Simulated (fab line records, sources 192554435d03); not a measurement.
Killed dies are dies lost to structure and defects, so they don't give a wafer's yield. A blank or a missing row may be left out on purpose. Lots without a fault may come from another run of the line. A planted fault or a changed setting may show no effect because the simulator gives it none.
Split-lot experiment | flow n5_finfet | 7 lots, 39 wafers read, on a route of 1938 steps

THE SPLIT
At N5_BEOL_M0_SAQP_HM_DEP_111 (deposits SiO2 from SiH4/N2O, target thk 12 nm, time 7.2 s), the setting target_thk_a was moved away from the recipe's 120 angstrom on 12 of the 39 wafers read, by -56.6% to +46.4%. The other wafers ran this setting at the recipe's value.

FROM THE SPLIT TO THE READING: what the file shows between them, 4 steps
- N5_BEOL_M0_SAQP_COAT_81: time 60 s, resist thk 100 nm
- N5_BEOL_M0_SAQP_COAT_82: time 60 s, resist thk 30 nm
- N5_BEOL_M0_SAQP_ETCH_84: etches SOC in N2/H2, target depth 100 nm, overetch 20 nm, time 150 s
- N5_BEOL_M0_SAQP_STRIP_80: strips in N2/H2

THE READING
etch.depth_nm (the simulator's own value, which no gauge read), in nm, at N5_BEOL_M0_SAQP_HM_OPEN_112 (chemistry CHF3/O2, target SiO2, stops on a-Si, target depth 12 nm, time 13.5 s). The file gives no usual value for it. The 27 wafers here that ran the recipe average 11.922 nm, standard deviation 0.24 nm.

wafer  | tool, chamber at the split | target_thk_a as run, angstrom | against the recipe | etch.depth_nm, nm | against lot-mates on the recipe
L074.1 | pecvd-02, 2                | 120                           | recipe             | 11.7              | -
L074.2 | pecvd-02, 1                | 120                           | recipe             | 12                | -
L074.3 | pecvd-02, 2                | 120                           | recipe             | 11.87             | -
L074.4 | pecvd-02, 1                | 120                           | recipe             | 12.08             | -
L074.5 | pecvd-02, 2                | 120                           | recipe             | 11.79             | -
L074.6 | pecvd-02, 1                | 120                           | recipe             | 12.24             | -
L075.1 | pecvd-02, 2                | 120                           | recipe             | 11.75             | -
L075.2 | pecvd-02, 1,2              | 169.4                         | +41.2%             | 16.78             | +5.020
L075.3 | pecvd-02, 2                | 120                           | recipe             | 11.59             | -
L075.4 | pecvd-02, 1                | 120                           | recipe             | 11.94             | -
L075.5 | pecvd-02, 1                | 169.4                         | +41.2%             | 16.91             | +5.150
L075.6 | pecvd-02, 1,2              | 169.4                         | +41.2%             | 16.81             | +5.050
L082.2 | pecvd-01, 0,2              | 120                           | recipe             | 11.89             | -
L082.3 | pecvd-01, 0,2              | 120                           | recipe             | 11.73             | -
L082.6 | pecvd-01, 1                | 120                           | recipe             | 12.29             | -
L088.1 | pecvd-03, 0,1              | 120                           | recipe             | 12.22             | -
L088.2 | pecvd-03, 2,1,2            | 52.04                         | -56.6%             | 5.31              | -7.000
L088.3 | pecvd-03, 2,1,2            | 52.04                         | -56.6%             | 5.317             | -6.993
L088.4 | pecvd-03, 0                | 120                           | recipe             | 12.57             | -
L088.5 | pecvd-03, 0,1              | 120                           | recipe             | 12.14             | -
L088.6 | pecvd-03, 2,1,2            | 52.04                         | -56.6%             | 5.332             | -6.978
L089.1 | pecvd-01, 0,2              | 154                           | +28.3%             | 15.25             | +3.337
L089.2 | pecvd-01, 1                | 120                           | recipe             | 11.66             | -
L089.3 | pecvd-01, 0,2              | 154                           | +28.3%             | 15.27             | +3.357
L089.4 | pecvd-01, 1                | 120                           | recipe             | 11.96             | -
L089.5 | pecvd-01, 0                | 120                           | recipe             | 12.12             | -
L089.6 | pecvd-01, 2                | 154                           | +28.3%             | 15.37             | +3.457
L094.1 | pecvd-02, 2                | 175.7                         | +46.4%             | 17.28             | +5.433
L094.2 | pecvd-02, 1                | 175.7                         | +46.4%             | 17.56             | +5.713
L094.3 | pecvd-02, 0                | 120                           | recipe             | 11.52             | -
L094.4 | pecvd-02, 0,2              | 120                           | recipe             | 11.97             | -
L094.5 | pecvd-02, 0,2              | 120                           | recipe             | 12.05             | -
L094.6 | pecvd-02, 1                | 175.7                         | +46.4%             | 17.72             | +5.873
L096.1 | pecvd-01, 0                | 120                           | recipe             | 11.62             | -
L096.2 | pecvd-01, 2,1,2,1          | 120                           | recipe             | 11.76             | -
L096.3 | pecvd-01, 2,1,2,1          | 120                           | recipe             | 11.73             | -
L096.4 | pecvd-01, 2,1,2,1          | 120                           | recipe             | 11.83             | -
L096.5 | pecvd-01, 2,1,2,1          | 120                           | recipe             | 11.79             | -
L096.6 | pecvd-01, 0                | 120                           | recipe             | 12.08             | -
Where a row lists several chambers, the file gives one row for several wafers and doesn't say which wafer went through which chamber.

THE FIT
A straight line over all 39 wafers: etch.depth_nm changes by +0.118 nm for each +1% of target_thk_a; r = +1.00; the points scatter about the line by 0.22 nm.
The same after taking each lot's own level away (the mean of its wafers on the recipe; 39 wafers): +0.123 nm for each +1%; r = +1.00; scatter 0.17 nm.
On that fit, the largest move of target_thk_a shifts the reading by 7 nm.
The lots' own levels span 11.7600 to 12.3100 nm, that is 2.3 times the standard deviation above.
So the lot-to-lot level changes the slope little: the two slopes agree.
Check: with one of the wafers moved furthest among these (-56.6%) left out of the fit, the line predicts -6.95 nm for it against its lot-mates. It came out at -7 nm against them.

OTHER SPLITS ON THESE WAFERS
These wafers also went through other splits before the reading. Each is held against what the fit with the lots' levels taken away leaves over:
other split on the same wafers                 | wafers away from the commonest value | r with etch.depth_nm (lot level and that fit taken away)
N5_ZERO_LAYER_PECVD_02 time_s                  | 18                                   | -0.13
N5_FIN_SAQP_ETCH_65 time_s                     | 18                                   | +0.09
N5_SD_EPI_N_ETCH_45 target_depth_a             | 18                                   | +0.06
N5_HKMG_FIN_DEVELOP_11 develop_time_s          | 15                                   | +0.06
N5_MOL_CONTACT_COAG_VIA_ETCH_46 target_depth_a | 15                                   | -0.10

THE WHOLE CHAIN: every reading that the file lists as answering this split, in the file's order
step                        | what it does                                                                   | reading                                                                                 | change (the file's fit)               | r (the file's)
N5_BEOL_M0_SAQP_HM_DEP_111  | deposits SiO2 from SiH4/N2O, target thk 12 nm, time 7.2 s                      | SiO2_of_BEOL_M0_SAQP_HM_DEP_111.thk_nm (the simulator's own value, which no gauge read) | +0.122 nm for each +1% of the setting | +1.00
N5_BEOL_M0_SAQP_HM_OPEN_112 | chemistry CHF3/O2, target SiO2, stops on a-Si, target depth 12 nm, time 13.5 s | etch.depth_nm (the simulator's own value, which no gauge read)                          | +0.123 nm for each +1% of the setting | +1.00

THE FILE'S OWN FIT
etch.depth_nm changes by +0.123 nm for each +1% of target_thk_a, r = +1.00.
